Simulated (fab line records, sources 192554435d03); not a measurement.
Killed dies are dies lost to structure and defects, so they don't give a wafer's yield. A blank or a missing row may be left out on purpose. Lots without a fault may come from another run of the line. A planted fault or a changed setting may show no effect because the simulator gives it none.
A struck lot beside a sound one | flow n5_finfet | 37 steps out of a route of 1938
Sound: wafers L117.1, L117.2, L117.4. Struck: wafers L112.2, L112.4. (L112.6 of the same lot was not struck and is left out.) The cause comes at the end.
At each step with rows: each side's tool, then ch and its chambers, then its first start. Under that, the readings that differ: sound wafers | struck wafers | difference of the means | sigmas: that difference in standard deviations of wafers without a fault.
alike: readings whose means differ by less than 2 such deviations, and words and numbers that are the same on both sides. not compared: withheld readings, readings that some wafer has no value for, bounds like >300 that may hide the same value, and numbers for which the record gives no deviation and whose values overlap.
The two part at a step that has a row with sigmas, a row that says differs or no value, or rows on one side only. Numbers that don't overlap but have no deviation are shown without sigmas and don't part them. A reading that every wafer of one side lacks parts them only if that side has two wafers or more.

first, 9 steps without rows for these wafers: N5_BEOL_M4_ANNEAL_95 (time 240 s); N5_BEOL_M4_SPUTTER_96 (material Cu, target thk 4.5 nm, time 8.29 s); N5_BEOL_M4_ECD_50 (material Cu, target thk 300 nm); N5_BEOL_M4_ANNEAL_51 (time 90 s); N5_BEOL_M4_CMP_52 (polishes, stops on SiOC, t overpolish 6.8 s, target thk 40 nm); N5_BEOL_M4_PRE_CLEAN_60 (time 15 s); N5_BEOL_M4_CO_CAP_55 (material Co, precursor CCTBA/H2, target thk 2 nm, time 102.1 s); N5_BEOL_M4_PRE_CLEAN_56 (time 15 s); N5_BEOL_M4_DEP_57 (deposits SiCN from 3MS/NH3, target thk 8 nm, time 14 s).
N5_BEOL_M4_RC_MEAS_101:
  sound on prober-01 ch 0, day 14 00:53; struck on prober-02 ch 0, day 12 02:04
  alike: DIBL_N, DIBL_P, IOFF_N, IOFF_P, ION_N, ION_P, SS_N, SS_P, VT_N, VT_P
then, 24 steps without rows for these wafers: N5_BEOL_M5_ILD_DEP_00 (deposits SiCOH lowk from DEMS/porogen, target thk 140.64 nm, time 25.9 s); N5_BEOL_M5_CURE_79 (cures SiCOH lowk, time 240 s); N5_BEOL_M5_PECVD_70 (deposits SiO2 from TEOS/O2, target thk 16 nm, time 18 s); N5_BEOL_M5_HM_DEP_02 (deposits TiN, target thk 20 nm); N5_BEOL_M5_COAT_59 (time 60 s, resist thk 60 nm); N5_BEOL_M5_COAT_60 (time 60 s, resist thk 12 nm); N5_BEOL_M5_COAT_71 (time 60 s, resist thk 5 nm); N5_BEOL_M5_COAT_05 (resist thk 30 nm); N5_BEOL_M5_EBR_07; N5_BEOL_M5_SOFTBAKE_06 (time 60 s); N5_BEOL_M5_EXPOSE_08 (exposes mask M5, target cd 28 nm); N5_BEOL_M5_PEB_09 (peb time 60 s); N5_BEOL_M5_DEVELOP_10 (develop time 30 s); N5_BEOL_M5_DESCUM_16 (chemistry O2, time 7 s); N5_BEOL_M5_ETCH_72 (etches underlayer in N2/H2, target depth 6.5 nm, time 5.2 s); N5_BEOL_M5_ETCH_61 (etches SiARC in CF4, target depth 15.6 nm, time 26 s); N5_BEOL_M5_ETCH_62 (etches SOC in N2/H2, target depth 75 nm, overetch 15 nm, time 112.5 s); N5_BEOL_M5_STRIP_63 (strips in N2/H2); N5_BEOL_M5_STRIP_73 (strips in N2/H2); N5_BEOL_M5_STRIP_64 (strips in CF4); N5_BEOL_M5_HM_OPEN_17 (chemistry Cl2/BCl3, target TiN, target depth 20 nm, overetch 6 nm); N5_BEOL_M5_STRIP_19 (strips in O2); N5_BEOL_M5_COAT_65 (time 60 s, resist thk 60 nm); N5_BEOL_M5_COAT_66 (time 60 s, resist thk 12 nm).
-- the record jumps here: 4 days lie between the struck wafers' starts before and after (it left off in module BEOL_M5 and takes up again in module PASSIVATION, whose first step shown is number 1916 of the route) --
N5_PASSIVATION_PECVD_35: deposits SiNx from SiH4/NH3/N2, target thk 700 nm, time 151.3 s.
  sound on pecvd-02 ch 1,2, day 18 09:18; struck on pecvd-02 ch 0, day 15 23:08
  reading                                        | sound             | struck      | difference | sigmas
  run_length_s (s)                               | 195.3 195.2 195.3 | 241.6 241.6 | +46.3      | +93
  model.SiNx_of_PASSIVATION_PECVD_35.thk_nm (nm) | 698.2 694.6 714   | 915 924.4   | +217       |
  alike: heater_power_w, rf_fwd_power_W, showerhead_plenum_p_Torr, showerhead_vpp_V, throttle_valve_pct
N5_PASSIVATION_STRIP_52: strips in post etch residue remover, time 1200 s.
  sound on wet_bench-01 ch 0,1,4, day 18 10:39; struck on wet_bench-06 ch 2,3, day 16 00:28
  reading                                        | sound             | struck    | difference | sigmas
  model.SiNx_of_PASSIVATION_PECVD_35.thk_nm (nm) | 697.8 694.2 713.6 | 914.8 924 | +217.5     |
N5_PASSIVATION_PROBE_49:
  sound on prober-02, day 18 13:05; struck on prober-01, day 16 02:56
  reading                  | sound          | struck    | difference | sigmas
  defect_limited_yield (%) | 91.4 93.6 92.0 | 0 0       | -92        | -54
  killed_at_front_end      | 49 30 28       | 89 39     | +28        | +2
  killed_at_other          | 6 0 3          | 1004 1076 | +1037      | +99 or more
  killed_dies              | 102 75 94      | 1180 1180 | +1090      | +54
  killed_on_rim            | 12 11 11       | 152 152   | +141       | +35
  killed_short             | 27 22 26       | 63 41     | +27        | +3
  sort_bin_5_function (%)  | 5.4 4.2 4.1    | 93.8 95.8 | +90.2      | +82
  sort_bin_6_memory (%)    | 2.8 2.0 3.5    | 5.8 3.9   | +2.1       | +3
  sort_n_pass              | 1078 1105 1086 | 0 0       | -1090      | -52
  sort_yield_pct (%)       | 91.4 93.6 92.0 | 0 0       | -92        | -54
  alike: killed_at_M0_to_M3, killed_at_M4_up, killed_at_contacts, killed_open, sort_bin_4_leakage

WHERE THEY PART
First at N5_PASSIVATION_PECVD_35; last, within this record, at N5_PASSIVATION_PROBE_49.

WHY: what the simulator had put in
Process parameter drift: pecvd-02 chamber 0, from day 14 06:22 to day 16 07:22, at N5_PASSIVATION_PECVD_35. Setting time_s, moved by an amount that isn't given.
